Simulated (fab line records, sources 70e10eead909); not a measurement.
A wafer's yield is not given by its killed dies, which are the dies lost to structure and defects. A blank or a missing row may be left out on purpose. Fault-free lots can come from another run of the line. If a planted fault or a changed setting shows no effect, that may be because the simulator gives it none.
fab line records	flow nandHarc
record lots=24	wafers=72	lastDay=33
route steps=1302 shown P_GATE@204 P_CONTACT@218 P_M0@275
lots that met no fault: taken from a fault-free run of the same line
startH: hours from the record's first day to the start of the lot's first wafer shown	waitH: hours since the lot's step before	" unchanged from the row above	L1.1+2: a row that stands for several wafers	- no value present, or no start provided	* or withheld: withheld	< > ~ a bound
route shown NAME@n: a module of which the file shows steps, and the number in the route of the first	usual: the fault-free wafers' mean and standard deviation	same: alike in all rows	chamber/n: place in a boat	sites: readings site by site	_std_site: their standard deviation	_edge_site: the outer-site mean with the inner-site mean subtracted	radiusMm: for every site, how far away it sits from the centre of the wafer	mask NAME#n: copy n	behind: the last tool/chamber to shape the wafer	hold: why the lot was held/for how many hours/how that ended	device: names the non-switching transistor (n, p or np)	end of line: the tests these same wafers got at the end of their route	where a step has no rows: the recipe by itself	killed: count of dies lost to structure and defects at first sort (not the wafer's yield)	map: the dies of a wafer, with x for killed, . for not killed, _ for no die there
set.NAME: the setting the step ran with; set.NAME@STEP: the setting that earlier step ran with	model.NAME: the simulator's own value behind a step, which no gauge read
the route's steps for a sample of lots (tables are steps, rows are wafers)
services: from which hour (startH, from the record's first day; less than 0 if before it) a tool's chamber was out of use, for how many hours, and why
## steps
# step NHARC_P_GATE_STRIP_113
# recipe powerW=1500	tempC=110	timeS=740	chemistry=N2/H2
# usual drypumpMotorCurrentA=6.0/0.39	heaterPowerW=84/6.5
lot.wafer	tool	chamber	startH	waitH	drypumpMotorCurrentA	heaterPowerW	rfHoursCounterH
L074.1	plasmaAsher-01	0	107.12	0.3	6.2	90	23
L074.3	"	1	"	"	5.7	89	-
L074.5	"	0	"	"	6.2	92	-
L075.2	plasmaAsher-02	0	128.72	0.3	6.4	88	7
L075.3	"	1	"	"	5.5	74	-
L075.4	"	0	"	"	6.4	87	-
L076.1	plasmaAsher-02	1	136.91	0.2	5.6	74	9
L076.3	"	1	"	"	5.5	75	-
L076.4	"	0	"	"	6.4	82	-
L077.1	plasmaAsher-02	1	143.86	0.2	5.5	75	12
L077.2	"	0	"	"	6.4	85	12
L077.6	"	0	"	"	6.4	87	-
L078.2	plasmaAsher-01	0	156.26	0.3	6.2	91	31
L078.4	"	0	"	"	6.2	87	-
L078.6	"	1	"	"	5.7	87	-
L079.3	plasmaAsher-02	1	166.90	0.7	5.5	73	-
L079.5	"	0	"	"	6.4	85	-
L079.6	"	1	"	"	5.5	74	-
L080.1	plasmaAsher-02	1	169.40	0.2	5.5	73	18
L080.4	"	0	"	"	6.5	86	-
L080.5	"	1	"	"	5.6	74	-
L081.2	plasmaAsher-01	0	181.43	0.2	6.2	87	2
L081.3	"	0	"	"	6.2	88	-
L081.6	"	0	"	"	6.2	89	-
L082.1	plasmaAsher-01	1	192.43	0.2	5.7	89	5
L082.4	"	0	"	"	6.3	88	-
L082.5	"	1	"	"	5.7	90	-
L083.1	plasmaAsher-02	1	205.51	0.3	5.5	73	25
L083.3	"	0	"	"	6.4	87	-
L083.5	"	1	"	"	5.5	75	-
L084.1	plasmaAsher-02	0	215.79	0.3	6.5	88	27
L084.3	"	1	"	"	5.5	73	-
L084.5	"	1	"	"	5.5	75	-
L085.2	plasmaAsher-01	1	224.50	0.2	5.7	89	10
L085.3	"	0	"	"	6.2	87	-
L085.6	"	0	"	"	6.2	86	-
L086.1	plasmaAsher-01	0	229.01	0.3	6.2	91	12
L086.3	"	1	"	"	5.7	88	-
L086.4	"	0	"	"	6.2	89	-
L087.1	plasmaAsher-02	0	242.88	0.2	6.5	85	32
L087.2	"	1	"	"	5.6	73	32
L087.6	"	1	"	"	5.5	73	-
L088.1	plasmaAsher-01	1	264.68	0.2	5.7	88	19
L088.3	"	1	"	"	5.7	90	-
L088.5	"	1	"	"	5.7	89	-
L089.3	plasmaAsher-02	0	265.57	0.5	6.4	89	-
L089.6	"	1	"	"	5.5	74	-
L089.5	"	0	"	"	6.4	87	-
L090.1	plasmaAsher-02	1	283.32	0.2	5.5	77	5
L090.2	"	0	"	"	6.5	90	5
L090.4	"	0	"	"	6.4	89	-
L091.4	plasmaAsher-01	1	289.93	0.5	5.7	89	-
L091.5	"	0	"	"	6.2	89	-
L091.6	"	1	"	"	5.7	91	-
L092.4	plasmaAsher-02	1	290.11	0.5	5.5	76	-
L092.6	"	0	"	"	6.4	89	-
L092.5	"	1	"	"	5.5	74	-
L093.1	plasmaAsher-01	0	307.68	0.2	6.2	89	28
L093.4	"	0	"	"	6.2	88	-
L093.5	"	0	"	"	6.2	89	-
L094.1	plasmaAsher-02	1	308.37	0.2	5.6	74	12
L094.4	"	1	"	"	5.5	75	-
L094.5	"	0	"	"	6.4	91	-
L095.1	plasmaAsher-02	1	318.52	0.2	5.5	75	14
L095.3	"	0	"	"	6.4	89	-
L095.5	"	0	"	"	6.4	89	-
L096.1	plasmaAsher-01	1	328.64	0.2	5.7	90	32
L096.4	"	1	"	"	5.7	87	-
L096.6	"	1	"	"	5.7	90	-
L097.1	plasmaAsher-02	0	347.43	0.3	6.4	88	18
L097.3	"	1	"	"	5.5	73	-
L097.4	"	0	"	"	6.4	87	-
# step NHARC_P_CONTACT_DEP_00
# recipe targetThkA=5000	tempC=400	pressureTorr=6.5	rfW=900	teosFlowSccm=161.4	flowSccm=2650	targetThkNm=500	gas=O2	material=SiO2
# usual flowSccm=2650/7.3	heaterPowerW=539/110	susceptorTempC=400.00/0.24	throttleValvePct=15.8/0.52
lot.wafer	tool	chamber	startH	waitH	flowSccm	heaterPowerW	susceptorTempC	throttleValvePct
L074.1	pecvd-04	2	-	-	2660	483	400.11	15.2
L074.3	"	0	"	"	2637	634	399.84	16.7
L074.5	"	0	"	"	2661	651	399.90	16.5
L075.3	pecvd-03	2	-	-	2644	479	399.89	15.2
L075.2	"	1	"	"	2645	476	400.04	15.2
L075.4	"	0	"	"	2637	632	400.04	15.7
L076.3	pecvd-03	2	-	-	2646	582	400.19	15.2
L076.1	"	0	"	"	2651	665	399.93	15.9
L076.4	"	2	"	"	2654	611	399.98	15.3
L077.2	pecvd-04	2	-	-	2662	542	400.36	15.5
L077.1	"	0	"	"	2643	708	399.58	16.9
L077.6	"	0	"	"	2646	722	399.98	16.6
L078.2	pecvd-01	0	-	-	2651	459	399.87	16.1
L078.4	"	1	"	"	2653	650	400.17	15.3
L078.6	"	2	"	"	2645	660	400.10	16.2
L079.3	pecvd-03	1	-	-	2647	477	399.69	15.2
L079.5	"	1	"	"	2651	465	399.91	15.6
L079.6	"	0	"	"	2649	528	399.80	16.1
L080.1	pecvd-03	2	-	-	2658	556	399.97	15.4
L080.4	"	2	"	"	2658	602	399.66	15.2
L080.5	"	0	"	"	2652	522	399.89	16.0
L081.3	pecvd-03	1	-	-	2655	376	400.11	15.3
L081.2	"	2	"	"	2645	516	400.29	15.5
L081.6	"	2	"	"	2653	546	400.36	15.3
L082.1	pecvd-01	2	-	-	2647	527	399.72	16.4
L082.5	"	0	"	"	2648	387	399.96	16.1
L082.4	"	2	"	"	2646	585	400.09	16.3
L083.3	pecvd-04	1	-	-	2672	370	399.91	15.7
L083.1	"	2	"	"	2648	471	399.74	15.5
L083.5	"	0	"	"	2656	679	399.92	17.1
L084.3	pecvd-01	1	-	-	2639	588	399.79	15.7
L084.1	"	2	"	"	2651	652	399.56	16.5
L084.5	"	2	"	"	2653	668	399.78	16.4
L085.2	pecvd-04	0	-	-	2646	608	400.09	16.9
L085.3	"	1	"	"	2653	425	399.78	15.8
L085.6	"	1	"	"	2652	440	400.21	15.7
L086.1	pecvd-03	1	-	-	2652	455	399.82	15.0
L086.3	"	0	"	"	2645	675	399.86	16.1
L086.4	"	0	"	"	2652	533	399.87	15.8
L087.1	pecvd-03	2	-	-	2646	520	400.44	15.9
L087.2	"	0	"	"	2651	669	400.08	15.8
L087.6	"	0	"	"	2657	674	400.19	16.1
L088.1	pecvd-04	0	-	-	2657	681	400.01	16.8
L088.3	"	2	"	"	2655	551	399.69	15.4
L088.5	"	2	"	"	2648	558	400.07	15.6
L089.3	pecvd-01	2	-	-	2652	613	400.15	16.8
L089.5	"	0	"	"	2650	342	399.76	16.4
L089.6	"	1	"	"	2645	635	400.26	15.4
L090.1	pecvd-04	0	-	-	2637	690	399.99	16.5
L090.2	"	1	"	"	2646	458	399.91	16.0
L090.4	"	1	"	"	2645	488	399.82	16.1
L091.4	pecvd-03	0	-	-	2649	650	400.26	16.2
L091.5	"	1	"	"	2650	399	399.70	15.0
L091.6	"	2	"	"	2638	583	399.89	15.7
L092.4	pecvd-04	1	-	-	2650	459	400.46	16.1
L092.5	"	2	"	"	2648	505	400.53	15.4
L092.6	"	0	"	"	2663	719	400.18	16.3
L093.1	pecvd-04	2	-	-	2657	557	399.85	15.2
L093.5	"	2	"	"	2664	419	399.75	15.5
L093.4	"	0	"	"	2641	693	399.50	16.3
L094.1	pecvd-03	1	-	-	2655	417	400.17	15.0
L094.5	"	1	"	"	2652	434	399.81	15.2
L094.4	"	2	"	"	2643	563	399.94	16.1
L095.1	pecvd-03	2	-	-	2655	600	400.14	15.8
L095.3	"	0	"	"	2641	646	399.88	16.3
L095.5	"	1	"	"	2663	465	400.16	15.2
L096.1	pecvd-04	1	-	-	2642	475	400.00	16.0
L096.4	"	1	"	"	2646	490	400.50	16.2
L096.6	"	2	"	"	2657	442	399.93	15.4
L097.1	pecvd-03	1	-	-	2658	358	400.19	15.3
L097.3	"	2	"	"	2658	532	400.47	16.1
L097.4	"	1	"	"	2648	393	400.56	15.4
# step NHARC_P_CONTACT_CD_MEAS_12
# recipe targetCdNm=90	landingEnergyEv=500
# usual cdNm=89.9/0.7
lot.wafer	tool	chamber	startH	waitH	cdNm
L074.1	cdSem-02	0	111.17	-	90.6
L074.3	"	0	"	"	90.6
L074.5	"	0	"	"	89.8
L075.2	cdSem-03	0	132.74	-	89.7
L075.3	"	0	"	"	90.9
L075.4	"	0	"	"	89.5
L076.1	cdSem-03	0	141.13	-	90.8
L076.3	"	0	"	"	90.2
L076.4	"	0	"	"	88.9
L077.1	cdSem-01	0	147.90	-	89.1
L077.2	"	0	"	"	89.2
L077.6	"	0	"	"	89.0
L078.2	cdSem-03	0	160.27	-	90.2
L078.4	"	0	"	"	89.2
L078.6	"	0	"	"	89.1
L079.3	cdSem-02	0	170.69	-	90.4
L079.5	"	0	"	"	90.1
L079.6	"	0	"	"	91.5
L080.1	cdSem-02	0	173.40	-	89.8
L080.4	"	0	"	"	91.1
L080.5	"	0	"	"	91.1
L081.2	cdSem-02	0	185.80	-	90.2
L081.3	"	0	"	"	89.2
L081.6	"	0	"	"	88.8
L082.1	cdSem-03	0	196.55	-	89.3
L082.4	"	0	"	"	89.6
L082.5	"	0	"	"	90.1
L083.1	cdSem-01	0	209.52	-	89.4
L083.3	"	0	"	"	90.7
L083.5	"	0	"	"	88.6
L084.1	cdSem-02	0	219.85	-	89.5
L084.3	"	0	"	"	90.0
L084.5	"	0	"	"	90.4
L085.2	cdSem-03	0	228.67	-	88.6
L085.3	"	0	"	"	89.9
L085.6	"	0	"	"	90.0
L086.1	cdSem-03	0	233.19	-	90.8
L086.3	"	0	"	"	90.3
L086.4	"	0	"	"	89.6
L087.1	cdSem-02	0	246.93	-	89.7
L087.2	"	0	"	"	91.2
L087.6	"	0	"	"	89.8
L088.1	cdSem-01	0	269.47	-	89.1
L088.3	"	0	"	"	90.0
L088.5	"	0	"	"	89.8
L089.3	cdSem-01	0	269.87	-	89.7
L089.5	"	0	"	"	91.1
L089.6	"	0	"	"	90.7
L090.1	cdSem-01	0	287.34	-	88.4
L090.2	"	0	"	"	90.6
L090.4	"	0	"	"	90.2
L091.4	cdSem-01	0	293.81	-	90.1
L091.5	"	0	"	"	88.9
L091.6	"	0	"	"	90.2
L092.4	cdSem-03	0	293.98	-	90.1
L092.5	"	0	"	"	88.8
L092.6	"	0	"	"	90.9
L093.1	cdSem-01	0	311.88	-	89.0
L093.4	"	0	"	"	90.6
L093.5	"	0	"	"	90.2
L094.1	cdSem-02	0	312.60	-	88.9
L094.4	"	0	"	"	89.3
L094.5	"	0	"	"	89.5
L095.1	cdSem-02	0	322.67	-	88.7
L095.3	"	0	"	"	89.0
L095.5	"	0	"	"	89.3
L096.1	cdSem-01	0	332.70	-	90.9
L096.4	"	0	"	"	90.0
L096.6	"	0	"	"	90.2
L097.1	cdSem-01	0	351.45	-	89.3
L097.3	"	0	"	"	89.9
L097.4	"	0	"	"	90.4
# step NHARC_P_CONTACT_ETCH_18
# recipe targetDepthA=4810	timeS=240.5	c4f8FlowSccm=20	o2FlowSccm=10	arFlowSccm=withheld	rfW=600	biasW=1500	chemistry=C4F8/O2/Ar
# usual oesProductAu=0.959/0.021	rfVppV=977/6.3
lot.wafer	tool	chamber	startH	waitH	oesProductAu	rfHoursCounterH	rfVppV
L074.1	rieDiel-01	3	-	-	0.949	2.5	970
L074.3	"	0	"	"	0.928	2.4	975
L074.5	"	2	"	"	0.959	-	972
L075.4	rieDiel-01	2	-	-	0.924	3.3	973
L075.3	"	0	"	"	0.909	3.2	976
L075.2	"	1	"	"	0.917	3.3	971
L076.1	rieDiel-12	1	-	-	0.981	1.4	987
L076.4	"	2	"	"	0.972	1.4	970
L076.3	"	3	"	"	0.975	1.2	989
L077.1	rieDiel-05	2	-	-	0.962	5.8	983
L077.2	"	3	"	"	0.991	4.0	976
L077.6	"	1	"	"	0.945	-	978
L078.2	rieDiel-12	0	-	-	0.953	1.7	975
L078.4	"	2	"	"	0.972	2.0	971
L078.6	"	3	"	"	0.974	-	988
L079.3	rieDiel-01	0	-	-	0.941	3.9	978
L079.5	"	2	"	"	0.967	-	973
L079.6	"	3	"	"	0.972	-	971
L080.1	rieDiel-01	3	-	-	0.950	4.3	970
L080.4	"	2	"	"	0.979	4.3	974
L080.5	"	3	"	"	0.954	-	970
L081.2	rieDiel-01	0	-	-	0.944	4.8	977
L081.3	"	1	"	"	0.920	4.8	973
L081.6	"	3	"	"	0.942	-	969
L082.1	rieDiel-05	2	-	-	0.951	8.1	983
L082.4	"	0	"	"	0.933	-	971
L082.5	"	1	"	"	0.961	-	979
L083.3	rieDiel-05	1	-	-	0.970	9.0	979
L083.1	"	2	"	"	0.940	9.5	984
L083.5	"	0	"	"	0.929	-	970
L084.1	rieDiel-05	2	220.81	0.4	0.969	10.3	982
L084.3	"	2	"	"	0.965	-	984
L084.5	"	1	"	"	0.961	-	980
L085.2	rieDiel-12	3	-	-	0.946	3.4	989
L085.3	"	0	"	"	0.952	3.2	976
L085.6	"	0	"	"	0.946	-	974
L086.4	rieDiel-12	0	-	-	0.977	3.8	976
L086.1	"	2	"	"	0.983	4.0	971
L086.3	"	3	"	"	1.001	3.9	987
L087.2	rieDiel-05	0	-	-	0.973	0.5	970
L087.1	"	1	"	"	0.984	0.3	979
L087.6	"	0	"	"	0.980	-	970
L088.1	rieDiel-05	1	-	-	0.975	1.9	978
L088.3	"	2	"	"	0.975	1.8	983
L088.5	"	0	"	"	0.952	-	970
L089.3	rieDiel-01	0	-	-	0.972	1.4	976
L089.6	"	1	"	"	0.962	-	971
L089.5	"	2	"	"	0.987	-	974
L090.4	rieDiel-12	0	-	-	0.966	0.3	975
L090.2	"	2	"	"	0.994	0.4	969
L090.1	"	3	"	"	0.964	0.3	988
L091.6	rieDiel-12	2	-	-	0.971	-	973
L091.4	"	0	"	"	0.958	-	974
L091.5	"	1	"	"	0.941	-	986
L092.4	rieDiel-01	3	-	-	0.960	2.3	969
L092.6	"	2	"	"	0.972	-	973
L092.5	"	3	"	"	0.952	-	972
L093.4	rieDiel-12	3	-	-	0.969	1.1	989
L093.1	"	1	"	"	0.946	1.7	986
L093.5	"	3	"	"	0.976	-	988
L094.4	rieDiel-05	2	-	-	0.950	4.1	983
L094.1	"	0	"	"	0.921	4.0	970
L094.5	"	3	"	"	0.949	-	976
L095.3	rieDiel-12	2	-	-	0.972	2.4	970
L095.1	"	3	"	"	0.979	1.8	988
L095.5	"	2	"	"	0.971	-	971
L096.4	rieDiel-05	0	-	-	0.963	4.7	971
L096.1	"	1	"	"	0.978	4.7	979
L096.6	"	2	"	"	0.999	-	982
L097.4	rieDiel-12	2	-	-	0.931	3.1	970
L097.1	"	0	"	"	0.923	2.5	974
L097.3	"	1	"	"	0.901	2.6	985
# step NHARC_P_CONTACT_ALD_22
# recipe targetThkA=30	pulseTimeS=1	aldCycles=150	tempC=450	material=TiN
# usual heaterPowerW=1045/100	precursorPulseHeightRel=1.000/0.018	susceptorTempC=449.98/0.22
lot.wafer	tool	chamber	startH	waitH	heaterPowerW	precursorPulseHeightRel	susceptorTempC
L074.1	aldMetal-02	0	113.19	-	945	1.001	449.76
L074.3	"	2	"	"	972	1.057	450.11
L074.5	"	0	"	"	946	0.989	450.21
L075.4	aldMetal-01	0	135.20	-	1150	1.019	449.97
L075.3	"	1	"	"	1000	0.983	449.88
L075.2	"	2	"	"	1087	1.015	449.79
L076.1	aldMetal-01	3	143.17	-	1079	1.002	450.04
L076.3	"	1	"	"	1019	1.011	450.13
L076.4	"	2	"	"	1076	1.019	450.24
L077.1	aldMetal-01	3	149.93	-	1057	0.998	450.11
L077.2	"	1	"	"	1061	1.041	450.14
L077.6	"	3	"	"	1077	0.991	450.10
L078.2	aldMetal-03	3	162.28	-	1044	0.999	450.01
L078.4	"	3	"	"	1020	1.007	450.10
L078.6	"	0	"	"	1014	0.987	449.76
L079.3	aldMetal-03	2	172.75	-	887	0.998	449.89
L079.6	"	0	"	"	1066	0.984	449.85
L079.5	"	2	"	"	893	0.972	450.02
L080.1	aldMetal-02	2	175.46	-	981	0.991	449.96
L080.4	"	3	"	"	1278	1.032	449.88
L080.5	"	1	"	"	944	0.973	450.10
L081.2	aldMetal-03	2	187.81	-	899	1.010	449.94
L081.3	"	0	"	"	1030	1.008	450.21
L081.6	"	3	"	"	1063	0.996	449.67
L082.4	aldMetal-02	1	198.71	-	949	1.012	450.20
L082.1	"	2	"	"	956	0.995	449.96
L082.5	"	2	"	"	957	1.007	449.98
L083.3	aldMetal-01	2	211.74	-	949	1.017	449.67
L083.1	"	3	"	"	1091	0.973	449.89
L083.5	"	3	"	"	1058	1.029	450.48
L084.1	aldMetal-03	2	222.39	-	909	0.969	450.30
L084.3	"	0	"	"	1023	0.992	449.76
L084.5	"	2	"	"	913	1.000	450.01
L085.3	aldMetal-02	0	230.75	-	933	1.002	449.98
L085.2	"	1	"	"	974	1.013	449.93
L085.6	"	3	"	"	1249	1.005	449.79
L086.1	aldMetal-03	1	235.22	-	1177	1.012	449.92
L086.4	"	2	"	"	888	0.993	450.30
L086.3	"	3	"	"	1032	1.019	449.97
L087.2	aldMetal-01	3	249.01	-	1083	1.000	450.02
L087.1	"	0	"	"	1214	1.009	450.35
L087.6	"	1	"	"	1056	1.001	450.13
L088.3	aldMetal-02	1	271.54	-	943	0.990	449.46
L088.1	"	2	"	"	1007	0.983	450.19
L088.5	"	1	"	"	927	0.997	449.83
L089.3	aldMetal-03	2	271.93	-	896	1.015	449.94
L089.5	"	0	"	"	999	0.983	449.86
L089.6	"	1	"	"	1157	0.980	450.02
L090.4	aldMetal-01	1	289.36	-	1056	0.988	450.41
L090.1	"	3	"	"	1077	1.017	449.82
L090.2	"	0	"	"	1228	0.975	450.05
L091.4	aldMetal-03	0	296.02	-	1021	0.986	449.92
L091.5	"	1	"	"	1164	0.986	449.95
L091.6	"	2	"	"	900	1.005	450.08
L092.4	aldMetal-01	0	296.04	-	1228	1.007	450.22
L092.5	"	3	"	"	1110	1.005	449.84
L092.6	"	0	"	"	1188	1.009	450.28
L093.1	aldMetal-01	2	313.96	-	962	1.002	450.06
L093.5	"	3	"	"	1081	1.001	449.86
L093.4	"	2	"	"	965	0.977	450.42
L094.1	aldMetal-03	1	314.63	-	1136	1.002	450.04
L094.4	"	3	"	"	1041	0.998	449.87
L094.5	"	1	"	"	1168	0.967	450.03
L095.3	aldMetal-03	1	324.71	-	1136	0.981	449.80
L095.1	"	3	"	"	1026	0.988	449.92
L095.5	"	0	"	"	1005	1.005	449.89
L096.1	aldMetal-02	0	334.79	-	1026	0.982	449.93
L096.4	"	1	"	"	933	1.038	450.26
L096.6	"	2	"	"	1019	1.028	449.53
L097.4	aldMetal-02	2	353.47	-	1028	0.973	-
L097.3	"	3	"	"	1192	1.011	-
L097.1	"	0	"	"	1003	1.002	-
# step NHARC_P_M0_PVD_21
# recipe targetThkA=300	chamberPressurePa=5	powerW=5000	substrateTempC=30	timeS=20.49	material=Cu
# usual throttleValvePct=30.2/1
lot.wafer	tool	chamber	startH	waitH	throttleValvePct
L074.1	pvdSputter-02	-	-	-	31.1
L074.3	"	-	"	"	30.3
L074.5	"	-	"	"	32.4
L075.4	pvdSputter-01	-	-	-	31.2
L075.2	"	-	"	"	30.2
L075.3	"	-	"	"	29.5
L076.1	pvdSputter-03	-	-	-	28.8
L076.4	"	-	"	"	30.3
L076.3	"	-	"	"	29.7
L077.1	pvdSputter-01	-	-	-	28.8
L077.2	"	-	"	"	30.2
L077.6	"	-	"	"	29.1
L078.2	pvdSputter-03	-	-	-	30.1
L078.4	"	-	"	"	29.3
L078.6	"	-	"	"	29.1
L079.3	pvdSputter-02	-	-	-	31.1
L079.5	"	-	"	"	30.0
L079.6	"	-	"	"	32.1
L080.4	pvdSputter-01	-	-	-	30.1
L080.1	"	-	"	"	30.1
L080.5	"	-	"	"	30.3
L081.3	pvdSputter-01	-	-	-	31.4
L081.2	"	-	"	"	29.1
L081.6	"	-	"	"	30.2
L082.4	pvdSputter-03	-	-	-	29.2
L082.1	"	-	"	"	29.9
L082.5	"	-	"	"	29.1
L083.3	pvdSputter-02	-	-	-	30.1
L083.1	"	-	"	"	30.5
L083.5	"	-	"	"	29.9
L084.3	pvdSputter-03	-	-	-	28.4
L084.1	"	-	"	"	29.1
L084.5	"	-	"	"	28.6
L085.2	pvdSputter-03	-	-	-	30.2
L085.3	"	-	"	"	28.6
L085.6	"	-	"	"	30.3
L086.1	pvdSputter-02	-	-	-	31.2
L086.4	"	-	"	"	30.6
L086.3	"	-	"	"	32.0
L087.2	pvdSputter-03	-	-	-	30.0
L087.1	"	-	"	"	28.6
L087.6	"	-	"	"	29.2
L088.3	pvdSputter-02	-	-	-	31.9
L088.1	"	-	"	"	31.1
L088.5	"	-	"	"	29.9
L089.3	pvdSputter-01	-	-	-	29.1
L089.5	"	-	"	"	29.8
L089.6	"	-	"	"	31.5
L090.1	pvdSputter-02	-	-	-	32.5
L090.4	"	-	"	"	31.3
L090.2	"	-	"	"	30.2
L091.4	pvdSputter-01	-	-	-	30.6
L091.5	"	-	"	"	29.1
L091.6	"	-	"	"	29.4
L092.4	pvdSputter-02	-	-	-	32.1
L092.6	"	-	"	"	31.2
L092.5	"	-	"	"	30.3
L093.1	pvdSputter-03	-	-	-	29.2
L093.4	"	-	"	"	29.8
L093.5	"	-	"	"	29.1
L094.4	pvdSputter-01	-	-	-	29.0
L094.1	"	-	"	"	29.7
L094.5	"	-	"	"	28.9
L095.1	pvdSputter-03	-	-	-	30.0
L095.3	"	-	"	"	28.6
L095.5	"	-	"	"	30.2
L096.1	pvdSputter-02	-	-	-	29.6
L096.4	"	-	"	"	30.1
L096.6	"	-	"	"	32.5
L097.3	pvdSputter-02	-	-	-	32.3
L097.1	"	-	"	"	31.4
L097.4	"	-	"	"	30.4
## services
tool	chamber	startH	hours	kind
pecvd-04	-	88.01	13.0	pm
rieDiel-12	-	91.49	9.0	pm
pvdSputter-02	-	104.00	10.0	pm
pecvd-04	-	107.89	1.5	repair
aldMetal-03	1	121.25	3.5	repair
rieDiel-12	2	123.81	3.2	repair
pecvd-04	-	152.62	0.8	repair
aldMetal-03	1	160.40	28.8	repair
plasmaAsher-01	-	171.37	0.7	repair
pecvd-04	-	183.34	3.3	repair
pecvd-03	-	185.00	13.0	pm
aldMetal-03	-	212.00	10.0	pm
rieDiel-12	3	220.02	7.5	repair
rieDiel-12	0	221.73	5.2	repair
plasmaAsher-02	-	249.19	9.0	pm
plasmaAsher-01	-	255.46	1.1	repair
pecvd-04	2	260.84	4.9	repair
pecvd-03	-	283.82	4.8	repair
pecvd-03	2	313.09	5.8	repair
pecvd-03	1	331.45	5.1	repair
pecvd-03	-	334.98	0.5	repair
plasmaAsher-01	-	342.08	9.0	pm
plasmaAsher-02	-	342.22	1.7	repair
plasmaAsher-02	-	351.53	2.1	repair
## key
fault none
